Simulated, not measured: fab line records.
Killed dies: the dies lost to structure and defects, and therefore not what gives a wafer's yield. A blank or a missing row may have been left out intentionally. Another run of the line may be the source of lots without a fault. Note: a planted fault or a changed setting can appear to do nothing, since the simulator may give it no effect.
Comparing a struck lot with a sound one | flow n5 finfet | 15 out of 1938 route steps
Sound: the wafers L604.2, L604.4, L604.6. The struck wafers were L615.1, L615.4, L615.6. The cause comes at the end.
Each step with rows lists, per side, the tool, then ch with its chambers, then its first start. Under that, the readings that differ: sound wafers | struck wafers | difference of the means | sigmas: that difference in standard deviations of wafers without a fault.
alike: readings whose means differ by less than 2 such deviations, and words and numbers that are the same on both sides. not compared: withheld readings, readings that some wafer has no value for, bounds like >300 that may hide the same value, and numbers for which the record gives no deviation and whose values overlap.
Wherever a step has rows on one side only, a row that says differs or no value, or a row with sigmas, the two part there. Non-overlapping numbers with no deviation appear without sigmas and do not part them. A reading missing from all wafers of one side parts the sides only when that side holds two or more wafers.

first, 1 step without rows for these wafers: N5_BEOL_M11_CURE_72 (cures SiCOH lowk, time 120 s).
N5_BEOL_M11_DEGAS_44: time 60 s.
  sound on pvd sputter-02 at day 10 17:03; struck on pvd sputter-01 at day 14 00:50
  alike: heater power w
then, 2 steps without rows for these wafers: N5_BEOL_M11_PRE_CLEAN_45 (time 30 s); N5_BEOL_M11_ALD_74 (deposits TaN, target thk 2 nm, pulse time 2 s, purge time 3 s).
N5_BEOL_M11_SURFACE_TREAT_76:
  sound on pvd sputter-02 at day 10 17:29; struck on pvd sputter-01 at day 14 01:15
  not compared: throttle valve pct
then, 1 step without rows for these wafers: N5_BEOL_M11_CVD_75 (deposits Co from CCTBA/H2, target thk 2 nm, time 138.9 s).
N5_BEOL_M11_SPUTTER_48: material Cu, target thk 12 nm, time 2 s.
  sound on pvd sputter-02 at day 10 17:43; struck on pvd sputter-03 at day 14 01:27
  alike: cathode dc power W, substrate temp c, throttle valve pct
then, 1 step without rows for these wafers: N5_BEOL_M11_ECD_50 (material Cu, target thk 318 nm).
N5_BEOL_M11_ANNEAL_51: time 90 s.
  sound on rtp anneal-01 ch 0, day 10 18:00; struck on rtp anneal-02 ch 0, day 14 01:41
  alike: wafer_temp_C_max
N5_BEOL_M11_CMP_52: polishes, stops on SiCOH lowk, t overpolish 7 s, target thk 140 nm.
  sound on cmp-04 ch 1,2, day 10 18:16; struck on cmp-04 ch 0,2, day 14 02:01
  alike: barrier field endpoint s, clearing platen down force psi, motor current A, overpolish run s, platen rpm, retaining ring pressure frac, time to endpoint s
N5_BEOL_M11_THK_MEAS_53: measures by xrf.
  sound on film metro-02 at day 10 18:34; struck on film metro-02 at day 14 02:19
  alike: M11_THK
then, 1 step without rows for these wafers: N5_BEOL_M11_PRE_CLEAN_55 (time 15 s).
N5_BEOL_M11_DEP_56: deposits SiCN from 3MS/NH3, target thk 30 nm, time 10.5 s.
  sound on pecvd-04 ch 0,1, day 10 18:37; struck on pecvd-04 ch 0,1,2, day 14 02:35
  alike: rf fwd power W, showerhead plenum p Torr, throttle valve pct
N5_BEOL_M11_RS_MEAS_57: uses a four-point probe to measure.
  sound on film metro-02 at day 10 18:41; struck on film metro-01 at day 14 02:38
  alike: M11_RS
N5_PASSIVATION_PROBE_49:
  sound on prober-02 at day 12 14:47; struck on prober-01 at day 16 00:01
  alike: defect limited yield, killed_at_M0_to_M3, killed_at_M4_up, killed at contacts, killed at front end, killed at other, killed dies, killed open, killed short, sort_bin_5_function, sort_bin_6_memory, sort_bin_8_speed, sort n pass, sort yield pct

== WHERE THEY PART ==
Nowhere in this record.

WHY: whatever the simulator had introduced
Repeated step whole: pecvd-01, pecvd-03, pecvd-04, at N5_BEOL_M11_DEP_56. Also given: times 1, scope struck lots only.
